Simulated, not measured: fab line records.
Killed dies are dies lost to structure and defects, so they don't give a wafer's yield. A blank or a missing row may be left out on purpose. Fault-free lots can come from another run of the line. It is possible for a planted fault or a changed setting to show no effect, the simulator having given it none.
Problem report, 8D (eight disciplines) form, completed by code    flow nand harc    the parts of the form that need people (team, actions taken, sign-off) are left out

## 1. WHAT WENT WRONG
A mean of 0.858 a.u. is read at NHARC_P_M2_ETCH_28 for oes product au, taken on 1 wafer of 1 lot, against 1.000 a.u. (standard deviation 0.0081) on wafers free of any fault. Relative to the usual mean, that is a shift of -18 standard deviations.
The step: etches the open film in CF4/N2, target depth 30 nm, time 72.99 s.
First seen on wafer L275.3, day 9 15:08, on rie diel-03. At this step, 36 wafers from 12 lots have a number in the record. The rule behind "out" and "out of limits": a value lying over 4 standard deviations away from the usual mean. The other wafers with a number count as sound.

## 2. WHAT IT IS, WHAT IT ISN'T
question                     is                is not
which readings at this step  oes product au    drypump motor current A, rf vpp V, showerhead plenum p Torr, throttle valve pct
which lots                   L275              L261, L262, L263, L264, L266, L268, L271, L273, L279, L283, L284
which wafers of those lots   L275.3            L275.1, L275.5
read on which tools          rie diel-03       rie diel-04, rie diel-06
when                         from day 9 15:08  up to then (26 sound wafers); but 9 sound wafers of L279, L283, L284 came after

## 3. SUSPECTS, AND WHAT RULES EACH OUT
Counting: if a tool at a process step up to the reading ran every lot that is out, it stays a suspect. Sound lots after the first of them don't rule it out here, since some wafers of a struck lot are sound.
- rtp anneal-01 at NHARC_P_M1_ANNEAL_31 (time 90 s): kept. It processed L275, the lot that is out, at day 9 12:13, and its most recent sound lot before then was L273 at day 9 10:25.
- rie diel-03 at NHARC_P_M2_ETCH_28 (etches the open film in CF4/N2, target depth 30 nm, time 72.99 s): kept. It processed L275, the lot that is out, at day 9 15:08, and its most recent sound lot before then was L273 at day 9 13:19. Out on those wafers are its own readings of oes product au.
- Within rie diel-03 at NHARC_P_M2_ETCH_28, the wafers that are out were processed in chamber 1 and their sound lot-mates in chamber 0.
After counting, rtp anneal-01 at NHARC_P_M1_ANNEAL_31 and rie diel-03 at NHARC_P_M2_ETCH_28 remain.

## 4. THE CAUSE (what the simulator had put in)
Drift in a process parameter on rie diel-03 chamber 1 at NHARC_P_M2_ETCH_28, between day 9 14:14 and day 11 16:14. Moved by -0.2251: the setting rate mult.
2 suspects survive the count, and this tool is in that group.

## 5. SEQUENCE OF EFFECTS, ordered by route
One row per reading whose mean, taken over the struck wafers that have a number, lies over 3 standard deviations from the usual. Readings are gone through only where the record gives a usual standard deviation; hours: the median, over the lots, of the time from a lot's start at the first step in this table giving one to that lot's start at this step; sigmas: the change measured in usual standard deviations.
hours  step                reading         usual       on struck wafers  change  sigmas
0      NHARC_P_M2_ETCH_28  oes product au  1.000 a.u.  0.858             -0.142  -18
The process steps in it:
- NHARC_P_M2_ETCH_28: etches the open film in CF4/N2, target depth 30 nm, time 72.99 s.

## 6. WHAT WOULD HAVE CAUGHT IT SOONER
In this record the first reading out of limits was taken at day 9 15:08, 1 hour after the fault began at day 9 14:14.
